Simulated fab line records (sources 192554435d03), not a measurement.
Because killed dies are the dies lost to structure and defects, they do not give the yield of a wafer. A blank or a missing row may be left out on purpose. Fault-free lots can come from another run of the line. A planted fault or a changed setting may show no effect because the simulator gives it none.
Chamber matching -- flow n5_finfet -- uv_cure-01 running N5_BEOL_M10_CURE_71: 3 sister chambers
The step cures SiCOH lowk, time 240 s. 18 wafers are shown with their chamber, then 9 later ones without.

WAFERS, EACH WITH ITS CHAMBER
wafer,chamber,wafer_temp_C_max,lamp_power_pct (%)
L075.1,1,387.5,52.28
L075.3,1,387.2,52.34
L075.5,1,388.1,52.30
L075.2,1,386.5,52.27
L075.4,1,387.3,52.26
L075.6,1,387.5,52.31
L079.2,0,386.0,52.30
L079.5,0,386.4,52.33
L079.6,0,386.4,52.33
L080.1,2,386.7,52.30
L080.2,2,386.5,52.23
L080.4,2,386.5,52.30
L085.2,1,386.8,52.37
L085.4,1,387.3,52.32
L085.5,1,388.2,52.31
L089.1,2,386.2,52.42
L089.3,2,386.8,52.39
L089.6,2,386.4,52.24

SIGNATURES (averages over the wafers above)
reading,chamber 0,chamber 1,chamber 2,scatter within a chamber
wafer_temp_C_max,386.267,387.378,386.517,0.425
lamp_power_pct,52.3200,52.3067,52.3133,0.0517
Rule: for a wafer and a chamber, the distance is found by dividing, reading by reading, the gap between the wafer's reading and the chamber's mean by the reading's scatter, squaring, summing and taking the root. If the next closest chamber is less than 2 further off than the closest, the wafer can't be placed; otherwise it belongs to the closest. How the scatter is found: for the shown wafers, subtract from each reading the mean of its chamber, square and add these, divide the total by (wafers less chambers), then take the root.

WAFERS MISSING THEIR CHAMBER
wafer,wafer_temp_C_max,lamp_power_pct (%)
L087.2,387.6,52.26
L087.4,387.5,52.37
L087.6,386.5,52.34
L095.1,386.4,52.20
L095.2,386.2,52.29
L095.3,386.1,52.33
L093.1,386.7,52.30
L093.2,386.6,52.36
L093.6,385.8,52.39

WHICH CHAMBER EACH WENT THROUGH
wafer,from the rows above,in truth
L087.2,can't be placed: 1 or 2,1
L087.4,can't be placed: 1 or 2 or 0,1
L087.6,can't be placed: 2 or 0 or 1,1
L095.1,can't be placed: 2 or 0 or 1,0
L095.2,can't be placed: 0 or 2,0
L095.3,can't be placed: 0 or 2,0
L093.1,can't be placed: 2 or 0 or 1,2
L093.2,can't be placed: 2 or 0 or 1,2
L093.6,can't be placed: 0 or 2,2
Correct placement for 0 of the 9. From these rows, 9 cannot be placed; in 9 the true chamber is one of the candidates. Wrongly placed: 0.
